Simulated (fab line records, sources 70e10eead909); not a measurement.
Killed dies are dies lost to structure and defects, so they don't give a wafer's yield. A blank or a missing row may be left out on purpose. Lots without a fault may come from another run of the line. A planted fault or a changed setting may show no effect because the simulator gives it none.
fab line records | flow nand_harc
record lots=12 wafers=36 last_day=32
route steps=1302 shown A_STAIRCASE@876 A_SGD_CUT@906 END@1302
lots that met no fault: from a run of the same line without faults
start_h: hours from the record's first day to the start of the lot's first wafer shown | wait_h: hours since the lot's step before | " the same as in the row above | L1.1+2: a row that stands for several wafers | - no value, or no start given | * or withheld: withheld | < > ~ a bound
route shown NAME@n: a module of which the file shows steps, and the number in the route of the first | usual: mean/standard deviation of fault-free wafers | same: alike in all rows | chamber/n: place in a boat | sites: the reading at each site | _std_site: their standard deviation | _edge_site: outer sites' mean less inner sites' | radius_mm: how far each site lies from the wafer's centre | mask NAME#n: copy n | behind: the tool/chamber that last shaped the wafer | hold: why the lot was held/for how many hours/how that ended | device: the transistor (n, p or np) that didn't switch | end of line: the same wafers' tests at the end of the route | a step without rows: its recipe alone | killed: dies lost to structure and defects at the first sort, not the wafer's yield | map: a wafer's dies, x killed, . not, _ none there
set.NAME: the setting as run; set.NAME@STEP: as run at that earlier step | model.NAME: the simulator's own value behind a step, which no gauge read
steps of the route over a sample of lots; a table a step, a row a wafer
services: from which hour (start_h, from the record's first day; less than 0 if before it) a tool's chamber was out of use, for how many hours, and why
## steps
# step NHARC_A_STAIRCASE_CMP_450
# recipe target_thk_nm=200 material=SiO2
# usual motor_current_A=11.9/1.3 slurry_flow_ml_min=149.9/0.5
# columns lot.wafer tool chamber start_h wait_h motor_current_A slurry_flow_ml_min
L890.2 cmp-02 0 433.38 - 12.7 150.3
L890.1 " 1 " " 10.3 149.7
L890.5 " 3 " " 10.3 148.6
L892.1 cmp-02 2 453.38 - 11.3 150.7
L892.4 " 3 " " 10.8 149.9
L892.5 " 1 " " 10.3 150.9
L893.2 cmp-03 0 453.54 - 11.1 150.0
L893.6 " 3 " " 13.7 149.9
L893.5 " 0 " " 12.1 150.1
L891.1 cmp-04 2 453.68 - 12.8 150.1
L891.3 " 0 " " 10.3 149.9
L891.2 " 1 " " 10.5 149.1
L897.3 cmp-03 0 507.08 - 11.2 149.9
L897.2 " 2 " " 13.1 150.4
L897.6 " 0 " " 11.6 149.7
L898.3 cmp-04 0 529.06 - 10.4 150.2
L898.2 " 2 " " 13.8 149.9
L898.4 " 3 " " 12.5 150.1
L899.2 cmp-03 2 535.84 - 13.5 149.2
L899.4 " 0 " " 11.2 149.0
L899.6 " 1 " " 13.3 150.7
L906.1 cmp-02 1 593.40 - 10.1 150.8
L906.4 " 2 " " 11.4 151.1
L906.5 " 3 " " 10.0 150.1
L908.4 cmp-03 0 615.17 - 11.7 150.8
L908.6 " 1 " " 12.8 149.6
L908.5 " 2 " " 12.9 149.9
L909.1 cmp-04 3 615.43 - 11.7 150.0
L909.5 " 0 " " 9.9 150.5
L909.6 " 1 " " 10.3 150.2
L910.4 cmp-04 2 624.96 - 14.3 150.2
L910.1 " 3 " " 12.3 149.8
L910.5 " 2 " " 13.4 150.5
L913.2 cmp-04 2 648.88 - 13.1 151.0
L913.6 " 0 " " 10.3 149.7
L913.5 " 1 " " 10.9 149.7
# step NHARC_A_STAIRCASE_CMP_152
# usual motor_current_A=11.9/1.3 slurry_flow_ml_min=150.0/0.51
# columns lot.wafer tool chamber start_h wait_h motor_current_A slurry_flow_ml_min
L890.2 cmp-02 0 433.46 0.1 13.3 150.3
L890.1 " 1 " " 10.5 149.9
L890.5 " 3 " " 10.2 150.0
L892.1 cmp-02 2 453.45 0.1 11.4 150.3
L892.4 " 3 " " 10.3 149.7
L892.5 " 1 " " 10.4 150.0
L893.2 cmp-03 0 453.62 0.1 11.3 150.2
L893.6 " 3 " " 13.0 150.1
L893.5 " 0 " " 11.7 149.0
L891.1 cmp-04 2 453.76 0.1 14.2 149.8
L891.3 " 0 " " 9.6 150.5
L891.2 " 1 " " 10.4 149.6
L897.3 cmp-03 0 507.15 0.1 11.7 150.0
L897.2 " 2 " " 13.2 149.9
L897.6 " 0 " " 11.9 150.0
L898.3 cmp-04 0 529.14 0.1 10.2 150.2
L898.2 " 2 " " 13.5 151.3
L898.4 " 3 " " 12.6 149.7
L899.2 cmp-03 2 535.91 0.1 12.9 149.6
L899.4 " 0 " " 11.8 148.8
L899.6 " 1 " " 13.7 150.3
L906.1 cmp-02 1 593.47 0.1 10.7 149.8
L906.4 " 2 " " 11.7 149.9
L906.5 " 3 " " 9.9 149.9
L908.4 cmp-03 0 615.25 0.1 11.9 150.4
L908.6 " 1 " " 12.6 149.1
L908.5 " 2 " " 13.2 150.1
L909.1 cmp-04 3 615.50 0.1 12.2 149.9
L909.5 " 0 " " 10.3 150.6
L909.6 " 1 " " 10.1 149.9
L910.4 cmp-04 2 625.03 0.1 13.5 150.4
L910.1 " 3 " " 12.8 149.5
L910.5 " 2 " " 12.8 150.7
L913.2 cmp-04 2 648.95 0.1 13.6 149.3
L913.6 " 0 " " 10.1 149.9
L913.5 " 1 " " 11.1 149.3
# step NHARC_A_STAIRCASE_CMP_472
# recipe material=SiO2
# usual motor_current_A=12.0/1.3 slurry_flow_ml_min=150.0/0.46
# columns lot.wafer tool chamber start_h wait_h motor_current_A slurry_flow_ml_min
L890.2 cmp-03 2 434.83 0.2 12.4 150.4
L890.1 " 3 " " 12.6 150.1
L890.5 " 1 " " 13.3 150.0
L892.4 cmp-02 2 454.90 0.2 11.9 149.9
L892.1 " 0 " " 12.4 150.3
L892.5 " 3 " " 10.2 150.1
L893.2 cmp-03 3 455.09 0.3 13.6 149.6
L893.5 " 1 " " 13.4 150.4
L893.6 " 2 " " 13.9 150.7
L891.1 cmp-02 2 455.13 0.2 11.7 150.3
L891.3 " 3 " " 10.1 150.2
L891.2 " 0 " " 13.0 149.9
L897.3 cmp-04 2 508.54 0.3 13.6 150.5
L897.2 " 0 " " 10.4 150.4
L897.6 " 1 " " 10.6 149.8
L898.3 cmp-03 0 533.47 0.2 12.1 150.2
L898.4 " 1 " " 12.9 150.5
L898.2 " 3 " " 12.9 149.1
L899.4 cmp-02 3 537.55 0.2 10.5 150.1
L899.2 " 2 " " 11.6 149.7
L899.6 " 0 " " 12.3 149.9
L906.4 cmp-03 2 594.90 0.2 12.6 150.2
L906.1 " 3 " " 13.1 150.1
L906.5 " 2 " " 12.5 149.4
L908.4 cmp-04 0 616.65 0.2 10.4 149.3
L908.6 " 1 " " 10.8 149.9
L908.5 " 2 " " 13.2 150.4
L909.1 cmp-02 2 616.91 0.3 11.8 149.7
L909.6 " 3 " " 10.5 150.4
L909.5 " 0 " " 13.0 150.0
L910.1 cmp-03 2 626.65 0.2 12.3 150.1
L910.4 " 3 " " 12.4 150.3
L910.5 " 1 " " 12.4 149.9
L913.2 cmp-03 2 650.30 0.2 12.9 150.3
L913.6 " 2 " " 13.6 149.3
L913.5 " 3 " " 13.3 150.2
# step NHARC_A_SGD_CUT_ETCH_59
# recipe target_depth_a=2600 over_etch_frac=0.25 time_s=406.25 ion_energy_ev=200 n2_flow_sccm=150 h2_flow_sccm=150 ar_flow_sccm=0 rf_w=400 bias_w=150 chemistry=N2/H2
# usual drypump_motor_current_A=5.8/0.44 n2_flow_sccm=150.0/0.47 oes_product_au=1.001/0.0078 rf_vpp_V=429.5/2 run_length_s=427.2/0.34 showerhead_plenum_p_Torr=2.00/0.071 throttle_valve_pct=14.170/0.0093
# columns lot.wafer tool chamber start_h wait_h drypump_motor_current_A n2_flow_sccm oes_product_au rf_hours_counter_h rf_vpp_V run_length_s showerhead_plenum_p_Torr throttle_valve_pct
L890.1 rie_diel-08 1 436.33 - 5.6 150.3 1.003 2.5 426.0 427.1 1.89 14.180
L890.2 " 0 " " 5.1 148.8 1.011 2.2 432.0 427.8 2.07 14.172
L890.5 " 1 " " 5.7 150.4 1.007 - 425.9 427.9 1.89 14.160
L892.1 rie_diel-11 1 456.27 - 5.5 150.6 1.009 0.3 429.9 428.1 2.04 14.176
L892.4 " 3 " " 5.9 149.6 1.002 0.3 431.2 426.7 2.11 14.174
L892.5 " 2 " " 5.8 149.6 1.002 - 430.7 427.2 1.99 14.175
L893.2 rie_diel-08 3 456.66 - 5.6 149.6 0.997 5.3 429.6 427.1 1.99 14.157
L893.6 " 0 " " 5.1 149.5 1.002 - 430.6 427.4 2.07 14.165
L893.5 " 1 " " 5.7 150.6 0.999 - 426.3 427.1 1.89 14.164
L891.1 rie_diel-11 1 456.74 - 5.5 149.7 0.999 0.6 431.7 427.8 2.04 14.169
L891.3 " 2 " " 5.8 150.3 1.005 0.7 428.4 427.3 1.99 14.167
L891.2 " 0 " " 6.4 149.7 1.012 0.6 431.1 427.8 2.05 14.168
L897.2 rie_diel-08 1 510.04 - 5.7 149.5 1.003 8.0 426.4 427.6 1.89 14.175
L897.3 " 2 " " 6.0 149.8 0.992 8.6 430.5 426.7 2.04 14.169
L897.6 " 0 " " 5.1 150.2 0.999 - 430.5 450.7 2.07 14.171
L898.4 rie_diel-08 1 534.87 - 5.7 149.8 0.996 9.6 426.8 450.5 1.89 14.156
L898.3 " 2 " " 6.0 149.6 0.987 10.2 429.7 426.7 2.04 14.172
L898.2 " 3 " " 5.6 149.5 0.999 9.5 430.8 427.4 1.99 14.173
L899.2 rie_diel-08 1 539.04 - 5.7 149.5 1.009 10.3 425.2 427.3 1.89 14.164
L899.4 " 3 " " 5.6 150.3 0.997 9.9 430.5 450.7 1.99 14.199
L899.6 " 2 " " 6.0 150.3 1.003 - 430.3 450.3 2.04 14.176
L906.4 rie_diel-09 0 596.30 - 6.4 150.0 1.003 4.9 432.4 427.4 2.11 14.175
L906.1 " 1 " " 5.8 151.0 1.001 4.3 429.7 426.6 1.97 14.156
L906.5 " 3 " " 6.5 149.4 0.984 - 426.3 427.1 1.90 14.178
L908.4 rie_diel-09 3 618.11 - 6.4 149.5 0.999 6.3 424.6 426.7 1.90 14.170
L908.5 " 2 " " 5.2 150.2 1.003 - 427.7 427.1 1.96 14.175
L908.6 " 3 " " 6.5 149.8 0.994 - 427.1 426.8 1.90 14.163
L909.1 rie_diel-08 2 618.52 - 6.0 150.0 0.997 4.0 429.2 426.7 2.04 14.176
L909.5 " 1 " " 5.7 149.2 0.999 - 427.1 427.5 1.89 14.173
L909.6 " 2 " " 6.0 150.5 0.998 - 429.1 426.8 2.04 14.168
L910.1 rie_diel-08 0 628.24 - 5.0 150.4 1.002 5.2 431.9 427.1 2.07 14.178
L910.4 " 1 " " 5.7 150.4 1.005 - 427.7 427.6 1.89 14.162
L910.5 " 0 " " 5.0 150.1 0.994 - 433.1 427.2 2.07 14.171
L913.2 rie_diel-11 2 651.94 - 5.8 150.5 0.999 3.0 428.7 427.2 1.98 14.168
L913.5 " 3 " " 5.9 149.9 1.004 - 432.3 426.7 2.10 14.184
L913.6 " 0 " " 6.4 149.5 0.992 - 430.2 427.4 2.05 14.152
# step NHARC_END_SORT_01
# recipe temp_c=25
# usual killed_at_array=50/14 killed_at_other=0.9/1 killed_at_periphery=3.9/2.5 killed_dies=55/15 killed_open=3.5/1.9 killed_short=2.5/1.7
# same gross_dies=677
# columns lot.wafer tool chamber start_h wait_h killed_at_array killed_at_other killed_at_periphery killed_dies killed_open killed_short
L893.2 prober-01 0 576.17 2.8 29 3 3 35 2 4
L893.5 prober-01 0 578.55 3.7 20 1 4 25 1 2
L893.6 prober-01 0 579.35 4.0 17 0 4 21 3 2
# killed by level:class
L893.2 A_STAIRCASE:chamber_film_flake=5 A_CONTACT:chamber_film_flake=5 A_CHANNEL_HOLE_D1:chamber_film_flake=4 A_CHANNEL_HOLE_D2:chamber_film_flake=3 THIN_TSV:chamber_film_flake=3 A_CHANNEL_FILL_D1:chamber_film_flake=2 A_ONON_D1:geometric_particle:short=1 A_CHANNEL_HOLE_D1:geometric_particle:short=1
L893.5 A_CHANNEL_HOLE_D2:chamber_film_flake=9 A_STAIRCASE:chamber_film_flake=5 A_CONTACT:chamber_film_flake=3 P_CONTACT:geometric_particle:short=1 P_M0:geometric_particle:open=1 A_BLC:geometric_particle:short=1 P_ZERO_WELL:chamber_film_flake=1 P_GATE:chamber_film_flake=1
L893.6 A_CHANNEL_HOLE_D1:chamber_film_flake=3 A_CHANNEL_HOLE_D2:chamber_film_flake=3 A_CONTACT:chamber_film_flake=3 A_ONON_D2:geometric_particle:short=2 P_ZERO_WELL:chamber_film_flake=2 P_M1:geometric_particle:open=1 A_CHANNEL_FILL_D2:geometric_particle:open=1 A_CONTACT:geometric_particle:open=1
## services
# columns tool chamber start_h hours kind
cmp-02 - 428.80 4.0 pm
cmp-03 - 430.44 2.2 repair
rie_diel-11 - 432.50 9.0 pm
cmp-02 - 439.21 0.3 repair
cmp-03 - 456.04 4.0 pm
cmp-02 - 483.39 0.7 repair
cmp-03 - 489.36 3.2 repair
cmp-04 - 493.37 1.6 repair
rie_diel-08 3 495.83 8.4 repair
cmp-04 - 504.20 4.0 pm
cmp-03 - 514.07 15.8 repair
cmp-02 - 526.80 4.0 pm
rie_diel-08 - 544.80 9.0 pm
cmp-03 - 554.09 4.0 pm
cmp-02 - 562.73 0.3 repair
cmp-04 - 572.98 3.3 repair
cmp-02 - 599.91 0.4 repair
cmp-04 - 602.20 4.0 pm
rie_diel-08 3 622.53 9.8 repair
cmp-02 - 624.80 4.0 pm
cmp-04 - 633.15 1.5 repair
rie_diel-08 1 633.67 10.1 repair
rie_diel-08 1 644.34 4.9 repair
cmp-02 - 645.23 2.2 repair
## key
first_sign step=NHARC_A_SGD_CUT_ETCH_59 reading=run_length_s direction=up sigmas=68 usual=* struck=*
effect none on later readings
met_at NHARC_A_SGD_CUT_ETCH_59
struck_lots L897,L898,L899
struck_wafers L897.6,L898.4,L899.4,L899.6
tester_left_out L897,L898,L899
not_acting_at NHARC_A_STAIRCASE_CMP_450,NHARC_A_STAIRCASE_CMP_152,NHARC_A_STAIRCASE_CMP_472
onset_between 456.66 510.04
fault kind=process_parameter_drift tool=rie_diel-08 chamber=- onset_h=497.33 steps=NHARC_A_SGD_CUT_ETCH_59 channel=time_s offset=* shape=step end_h=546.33 scope=struck_wafers_only acts_in=* stated=*
# tester_left_out: of these lots the tester's yield and bins aren't shown, on N5 and GAA mostly nor the transistor test; their killed dies are dies lost to structure and defects alone, not to doping, threshold or leakage, so they don't give the yield
